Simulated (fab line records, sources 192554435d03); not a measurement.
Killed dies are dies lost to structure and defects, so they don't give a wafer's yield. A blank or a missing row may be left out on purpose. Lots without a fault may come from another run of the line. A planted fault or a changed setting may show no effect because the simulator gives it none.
Chamber matching | flow n5_finfet | N5_BEOL_M0_TRENCH_ETCH_107 on rie_diel-06: 4 sister chambers
The step etches SiOC in C4F6/O2, target depth 32.8 nm, time 16.4 s. 20 wafers are shown with their chamber, then 10 later ones without.

WAFERS WITH THEIR CHAMBER
wafer  | chamber | drypump_motor_current_A (A) | rf_vpp_V (V) | throttle_valve_pct (%)
L074.2 | 0       | 5.6                         | 631          | 21.07
L074.3 | 1       | 4.9                         | 679          | 20.63
L074.5 | 1       | 4.9                         | 681          | 20.62
L078.3 | 3       | 5.3                         | 659          | 20.42
L078.5 | 2       | 5.5                         | 662          | 21.00
L078.6 | 1       | 4.9                         | 680          | 20.64
L079.2 | 3       | 5.3                         | 658          | 20.40
L079.5 | 1       | 4.9                         | 680          | 20.63
L079.6 | 3       | 5.3                         | 657          | 20.42
L082.1 | 1       | 4.9                         | 680          | 20.65
L082.2 | 0       | 5.6                         | 639          | 20.64
L082.5 | 0       | 5.6                         | 640          | 20.64
L083.2 | 3       | 5.3                         | 657          | 20.43
L083.5 | 2       | 5.5                         | 663          | 21.02
L083.6 | 1       | 4.9                         | 679          | 20.67
L084.1 | 0       | 5.5                         | 641          | 20.65
L084.5 | 1       | 5.0                         | 681          | 20.64
L084.6 | 0       | 5.6                         | 641          | 20.66
L090.1 | 0       | 5.6                         | 641          | 20.69
L090.3 | 2       | 5.5                         | 665          | 21.03

SIGNATURES (means of the wafers above)
reading                 | chamber 0 | chamber 1 | chamber 2 | chamber 3 | scatter within a chamber
drypump_motor_current_A | 5.583     | 4.914     | 5.500     | 5.300     | 0.0325
rf_vpp_V                | 638.83    | 680.00    | 663.33    | 657.75    | 2.35
throttle_valve_pct      | 20.7250   | 20.6400   | 21.0167   | 20.4175   | 0.0959
Rule: a wafer's distance from a chamber is the root of the sum, over the readings, of the square of ((its reading less the chamber's mean) divided by the reading's scatter). The wafer belongs to the nearest chamber; if the next one is less than 2 further off, it can't be placed. The scatter: the root of (the sum of the squares of (reading less its chamber's mean) over the shown wafers, divided by (wafers less chambers)).

WAFERS WITHOUT THEIR CHAMBER
wafer  | drypump_motor_current_A (A) | rf_vpp_V (V) | throttle_valve_pct (%)
L090.4 | 4.9                         | 678          | 20.69
L094.2 | 4.9                         | 680          | 20.68
L094.4 | 5.6                         | 640          | 20.67
L094.5 | 5.5                         | 664          | 21.04
L096.2 | 5.5                         | 664          | 21.04
L096.3 | 5.3                         | 658          | 20.49
L096.6 | 4.9                         | 677          | 20.70
L097.1 | 5.5                         | 640          | 20.68
L097.5 | 5.5                         | 639          | 20.70
L097.6 | 5.3                         | 657          | 20.48

WHICH CHAMBER EACH WENT THROUGH
wafer  | from the rows above | in truth
L090.4 | 1                   | 1
L094.2 | 1                   | 1
L094.4 | 0                   | 0
L094.5 | 2                   | 2
L096.2 | 2                   | 2
L096.3 | 3                   | 3
L096.6 | 1                   | 1
L097.1 | 0                   | 0
L097.5 | 0                   | 0
L097.6 | 3                   | 3
Placed correctly: 10 of 10. Can't be placed from these rows: 0. Placed wrongly: 0.
